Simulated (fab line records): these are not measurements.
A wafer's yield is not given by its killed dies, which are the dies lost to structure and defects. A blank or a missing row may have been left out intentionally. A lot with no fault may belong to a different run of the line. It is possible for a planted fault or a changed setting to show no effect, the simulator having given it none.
Comparing a struck lot with a sound one || flow n5 finfet || 42 steps out of a route of 1938
Sound: these wafers, L620.2, L620.4, L620.5. Struck: wafers L636.3, L636.6. At the end, the cause is stated.
Per side, at each step with rows, come the tool, then ch with its chambers, and then its first start. Under that, the readings that differ: sound wafers || struck wafers || difference of the means || sigmas: that difference in standard deviations of wafers without a fault.
alike: same words and numbers on both sides, and readings whose means sit less than 2 such deviations apart. not compared: any withheld reading, any reading some wafer has no value for, any bound like >300 that may hide the same value, and any number with overlapping values for which the record gives no deviation.
Wherever a step has rows on one side only, a row that says differs or no value, or a row with sigmas, the two part there. Numbers that have no deviation but don't overlap get no sigmas and don't part them. Lack of a reading on every wafer of one side parts them only where that side has two or more wafers.

first, 9 steps without rows for these wafers: N5_DUMMY_GATE_EXPOSE_12 (exposes mask GATE, target cd 25 nm); N5_DUMMY_GATE_PEB_13 (peb time 60 s); N5_DUMMY_GATE_DEVELOP_14 (develop time 30 s); N5_DUMMY_GATE_DESCUM_20 (chemistry O2, time 6.2 s); N5_DUMMY_GATE_ETCH_29 (etches underlayer in N2/H2, target depth 13 nm); N5_DUMMY_GATE_ETCH_36 (etches SiARC in CF4, target depth 13 nm); N5_DUMMY_GATE_ETCH_37 (etches SOC in N2/H2, target depth 60 nm, overetch 30 nm); N5_DUMMY_GATE_STRIP_38 (strips in N2/H2); N5_DUMMY_GATE_STRIP_39 (strips in N2/H2).
N5_DUMMY_GATE_TRIM_49: chemistry O2, time 29 s, target cd 14 nm.
  sound on rie si-05 ch 0,2, day 3 06:53; struck on rie si-05 ch 0, day 7 04:41
  alike: chamber pressure mTorr, drypump motor current A, oes product au, throttle valve pct
  not compared: rf hours counter h
then, 14 steps without rows for these wafers: N5_DUMMY_GATE_STRIP_40 (strips in CF4); N5_DUMMY_GATE_ETCH_31 (etches SiO2 in C4F6/O2, target depth 82.5 nm, time 27.5 s); N5_DUMMY_GATE_STRIP_41 (strips in O2); N5_DUMMY_GATE_HM_OPEN_21 (chemistry CH3F/O2, target SiNx, target depth 120 nm, time 171.4 s); N5_DUMMY_GATE_ETCH_32 (etches SiO2 in CF4, target depth 3.5 nm, time 3.9 s); N5_DUMMY_GATE_ETCH_23 (etches poly-Si in HBr/Cl2/O2, target depth 41 nm, time 22.3 s); N5_DUMMY_GATE_ETCH_44 (etches poly-Si in HBr/O2, stops on SiO2, target depth 127.5 nm); N5_DUMMY_GATE_ETCH_42 (etches SiO2 in CHF3/O2, target depth 3.5 nm, time 31 s); N5_DUMMY_GATE_STRIP_48 (strips in N2/H2, time 20 s); N5_DUMMY_GATE_PRECLEAN_33 (cleans in dHF, time 10 s); N5_DUMMY_GATE_PRECLEAN_25 (cleans in O3/DIW, time 45 s); N5_DUMMY_GATE_PRECLEAN_51 (cleans in SC2, time 45 s); N5_DUMMY_GATE_SRD_26 (time 30 s); N5_DUMMY_GATE_UV_OZONE_45 (time 120 s).
N5_DUMMY_GATE_INSPECT_27: inspects for defects (brightfield).
  sound on defect inspect-01, day 3 07:49; struck on defect inspect-01, day 7 06:00
{"reading": "raw defect count", "sound": "269 227 264", "struck": "1029 825", "difference": "+674", "sigmas": "+7"}
then, 3 steps without rows for these wafers: N5_SPACER0_ALD_07 (deposits SiNx, target thk 2 nm); N5_SPACER0_ALD_00 (deposits SiOCN, target thk 3.5 nm, pulse time 3 s, purge time 2 s); N5_SPACER0_ALD_08 (deposits SiNx, target thk 2 nm).
N5_SPACER0_INSPECT_04: inspects for defects (darkfield).
  sound on defect inspect-02, day 3 08:26; struck on defect inspect-02, day 7 06:36
{"reading": "raw defect count", "sound": "160 140 125", "struck": "683 592", "difference": "+496", "sigmas": "+14"}
then, 8 steps without rows for these wafers: N5_SD_EPI_N_COAT_32 (time 60 s, resist thk 350 nm); N5_SD_EPI_N_COAT_33 (time 60 s, resist thk 35 nm); N5_SD_EPI_N_COAT_03 (resist thk 150 nm); N5_SD_EPI_N_EBR_05; N5_SD_EPI_N_SOFTBAKE_04 (time 60 s); N5_SD_EPI_N_EXPOSE_06 (exposes mask SD N BLK, target cd 120 nm); N5_SD_EPI_N_PEB_07 (peb time 60 s); N5_SD_EPI_N_DEVELOP_08 (develop time 30 s).
N5_SD_EPI_N_INSPECT_11: inspects for defects (macro).
  sound on defect inspect-02, day 3 08:53; struck on defect inspect-02, day 7 06:56
{"reading": "raw defect count", "sound": "1 0 4", "struck": ">300 >300", "difference": "differs", "sigmas": ""}
N5_SD_EPI_N_INSPECT_26: inspects for defects (darkfield).
  sound on defect inspect-01, day 3 12:55; struck on defect inspect-02, day 7 10:55
{"reading": "raw defect count", "sound": "214 231 197", "struck": "764 668", "difference": "+502", "sigmas": "+11"}
N5_SD_EPI_P_INSPECT_26: inspects for defects (darkfield).
  sound on defect inspect-01, day 3 17:57; struck on defect inspect-01, day 7 16:09
{"reading": "raw defect count", "sound": "135 133 141", "struck": "743 652", "difference": "+561", "sigmas": "+14"}
N5_SD_ACTIVATION_INSPECT_02: inspects for defects (darkfield).
  sound on defect inspect-01, day 3 18:42; struck on defect inspect-01, day 7 17:32
{"reading": "raw defect count", "sound": "142 128 145", "struck": "741 632", "difference": "+548", "sigmas": "+13"}
-- a jump in the record: the struck wafers' starts before and after are 9 days apart (it breaks off in module SD_ACTIVATION and resumes in module PASSIVATION, where the first step shown is number 1936 of the route) --
N5_PASSIVATION_PROBE_49:
  only the struck wafers here have rows in the record (prober-01, day 16 23:23); the sound ones have none

== WHERE THEY PART ==
Last at N5_PASSIVATION_PROBE_49 as far as this record goes, first at N5_DUMMY_GATE_INSPECT_27.

WHY: what the simulator had put in
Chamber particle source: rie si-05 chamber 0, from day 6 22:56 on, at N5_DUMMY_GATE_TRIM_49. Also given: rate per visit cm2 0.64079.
